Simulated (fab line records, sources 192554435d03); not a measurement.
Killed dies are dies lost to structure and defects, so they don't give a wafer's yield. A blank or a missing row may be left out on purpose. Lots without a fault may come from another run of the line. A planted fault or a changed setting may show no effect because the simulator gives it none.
Chamber matching | flow n5_finfet | N5_BEOL_M8_STRIP_67 on rie_diel-01: 4 sister chambers
The step strips in CF4. 16 wafers are shown with their chamber, then 8 later ones without.

WAFERS WITH THEIR CHAMBER
wafer  | chamber | showerhead_plenum_p_Torr (Torr) | drypump_motor_current_A (A) | throttle_valve_pct (%)
L078.1 | 2       | 1.74                            | 6.2                         | 13.70
L078.3 | 0       | 1.87                            | 5.7                         | 13.59
L078.5 | 2       | 1.74                            | 6.2                         | 13.68
L079.1 | 2       | 1.74                            | 6.2                         | 13.69
L079.2 | 1       | 1.79                            | 5.7                         | 13.52
L079.3 | 0       | 1.87                            | 5.7                         | 13.60
L079.4 | 3       | 1.79                            | 5.6                         | 13.76
L079.5 | 0       | 1.87                            | 5.7                         | 13.59
L079.6 | 1       | 1.79                            | 5.8                         | 13.52
L080.3 | 1       | 1.79                            | 5.8                         | 13.55
L080.5 | 3       | 1.79                            | 5.6                         | 13.77
L080.6 | 2       | 1.74                            | 6.3                         | 13.72
L090.1 | 3       | 1.78                            | 5.6                         | 13.83
L090.4 | 0       | 1.87                            | 5.8                         | 13.64
L090.5 | 3       | 1.78                            | 5.6                         | 13.83
L093.1 | 2       | 1.73                            | 6.2                         | 13.79

SIGNATURES (means of the wafers above)
reading                  | chamber 0 | chamber 1 | chamber 2 | chamber 3 | scatter within a chamber
showerhead_plenum_p_Torr | 1.8700    | 1.7900    | 1.7380    | 1.7850    | 0.00387
drypump_motor_current_A  | 5.725     | 5.767     | 6.220     | 5.600     | 0.043
throttle_valve_pct       | 13.6050   | 13.5300   | 13.7160   | 13.7975   | 0.0345
Rule: a wafer's distance from a chamber is the root of the sum, over the readings, of the square of ((its reading less the chamber's mean) divided by the reading's scatter). The wafer belongs to the nearest chamber; if the next one is less than 2 further off, it can't be placed. The scatter: the root of (the sum of the squares of (reading less its chamber's mean) over the shown wafers, divided by (wafers less chambers)).

WAFERS WITHOUT THEIR CHAMBER
wafer  | showerhead_plenum_p_Torr (Torr) | drypump_motor_current_A (A) | throttle_valve_pct (%)
L093.2 | 1.87                            | 5.7                         | 13.66
L093.3 | 1.78                            | 5.6                         | 13.82
L093.4 | 1.79                            | 5.8                         | 13.58
L093.5 | 1.79                            | 5.8                         | 13.57
L093.6 | 1.86                            | 5.8                         | 13.65
L091.1 | 1.79                            | 5.7                         | 13.61
L091.4 | 1.86                            | 5.8                         | 13.67
L091.6 | 1.73                            | 6.2                         | 13.79

WHICH CHAMBER EACH WENT THROUGH
wafer  | from the rows above | in truth
L093.2 | 0                   | 0
L093.3 | 3                   | 3
L093.4 | 1                   | 1
L093.5 | 1                   | 1
L093.6 | 0                   | 0
L091.1 | 1                   | 1
L091.4 | 0                   | 0
L091.6 | 2                   | 2
Placed correctly: 8 of 8. Can't be placed from these rows: 0. Placed wrongly: 0.
